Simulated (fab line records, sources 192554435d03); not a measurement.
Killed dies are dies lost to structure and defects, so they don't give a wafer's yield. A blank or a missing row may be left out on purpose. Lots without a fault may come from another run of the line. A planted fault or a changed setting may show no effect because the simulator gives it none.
Chamber matching | flow n5_finfet | N5_BEOL_M9_CMP_52 on cmp-04: 4 sister chambers
The step polishes, stops on SiCOH lowk, t overpolish 7 s, target thk 140 nm. 8 wafers are shown with their chamber, then 11 later ones without.

WAFERS WITH THEIR CHAMBER
wafer  | chamber | motor_current_A (A) | time_to_endpoint_s (s)
L080.1 | 2       | 6.7                 | 68.6
L084.5 | 2       | 6.9                 | 65.1
L087.3 | 1       | 6.2                 | 63.9
L087.5 | 1       | 6.6                 | 62.4
L091.1 | 0       | 5.5                 | 62.3
L091.4 | 3       | 4.7                 | 60.1
L091.5 | 0       | 5.2                 | 63.4
L092.1 | 3       | 4.6                 | 62.4

WAFERS WITHOUT THEIR CHAMBER
wafer  | motor_current_A (A) | time_to_endpoint_s (s)
L092.2 | 6.6                 | 62.3
L092.3 | 6.7                 | 64.9
L094.1 | 7.1                 | 65.9
L094.4 | 6.3                 | 64.7
L094.5 | 6.9                 | 68.0
L093.3 | 4.8                 | 64.1
L093.5 | 6.7                 | 67.8
L093.6 | 6.6                 | 67.2
L097.2 | 4.4                 | 65.9
L097.4 | 6.2                 | 65.3
L097.5 | 5.8                 | 67.5

WHICH CHAMBER EACH WENT THROUGH
wafer  | from the rows above          | in truth
L092.2 | can't be placed: 1 or 2      | 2
L092.3 | can't be placed: 2 or 1      | 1
L094.1 | 2                            | 2
L094.4 | can't be placed: 1 or 2      | 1
L094.5 | 2                            | 2
L093.3 | can't be placed: 3 or 0      | 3
L093.5 | 2                            | 2
L093.6 | can't be placed: 2 or 1      | 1
L097.2 | 3                            | 3
L097.4 | can't be placed: 1 or 2      | 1
L097.5 | can't be placed: 0 or 1 or 2 | 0
Placed correctly: 4 of 11. Can't be placed from these rows: 7 (the true chamber is among the candidates in 7). Placed wrongly: 0.
How it was worked out, from the rows above alone: a wafer's distance from a chamber is the root of the sum, over the readings, of the square of ((its reading less the chamber's mean) divided by the reading's scatter). The wafer belongs to the nearest chamber; if the next one is less than 2 further off, it can't be placed. A chamber's mean is the mean of its shown wafers. The scatter: the root of (the sum of the squares of (reading less its chamber's mean) over the shown wafers, divided by (wafers less chambers)).
